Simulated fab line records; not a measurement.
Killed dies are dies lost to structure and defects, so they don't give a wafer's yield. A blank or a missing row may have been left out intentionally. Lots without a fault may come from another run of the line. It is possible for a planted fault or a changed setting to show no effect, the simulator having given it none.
Matching of chambers + flow n5-finfet + N5_BEOL_M8_CMP_52 on cmp-02 has 4 sister chambers
The step polishes, stops on SiCOH lowk, t overpolish 6.9 s, target thk 80 nm. 8 wafers are shown with their chamber, then 9 later ones without.

## WAFERS, EACH WITH ITS CHAMBER
| wafer  | chamber | motor-current-A (A) | time-to-endpoint-s (s) |
|--------|---------|---------------------|------------------------|
| L083.6 | 1       | 5.1                 | 63                     |
| L084.4 | 0       | 6.1                 | 66                     |
| L086.1 | 2       | 4.8                 | 65                     |
| L086.4 | 1       | 5.2                 | 67                     |
| L086.6 | 0       | 5.8                 | 64                     |
| L089.4 | 3       | 5.5                 | 70                     |
| L089.5 | 3       | 5.9                 | 71                     |
| L089.6 | 2       | 4.6                 | 65                     |

## WAFERS MISSING THEIR CHAMBER
| wafer  | motor-current-A (A) | time-to-endpoint-s (s) |
|--------|---------------------|------------------------|
| L088.1 | 5.4                 | 71                     |
| L088.3 | 4.4                 | 66                     |
| L088.4 | 5.9                 | 63                     |
| L087.1 | 4.7                 | 65                     |
| L087.2 | 6.3                 | 63                     |
| L087.3 | 5.2                 | 70                     |
| L094.2 | 4.6                 | 65                     |
| L094.3 | 5.9                 | 64                     |
| L094.6 | 5.9                 | 67                     |

## CHAMBER TAKEN BY EACH
| wafer  | from the rows above          | in truth |
|--------|------------------------------|----------|
| L088.1 | 3                            | 3        |
| L088.3 | 2                            | 2        |
| L088.4 | 0                            | 0        |
| L087.1 | 2                            | 2        |
| L087.2 | 0                            | 0        |
| L087.3 | can't be placed: 3 or 1 or 2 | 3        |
| L094.2 | 2                            | 2        |
| L094.3 | 0                            | 0        |
| L094.6 | can't be placed: 0 or 3      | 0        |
7 of 9 placed correctly. Not placeable from these rows: 2 (in 2, the candidates include the true chamber). Placed wrongly: 0.
How it was worked out, from the rows above alone: a wafer's distance from a chamber is the root of the sum, over the readings, of the square of ((its reading less the chamber's mean) divided by the reading's scatter). The wafer belongs to the nearest chamber; if the next one is less than 2 further off, it can't be placed. Each chamber's mean is taken over the wafers shown for it. The scatter: the root of (the sum of the squares of (reading less its chamber's mean) over the shown wafers, divided by (wafers less chambers)).
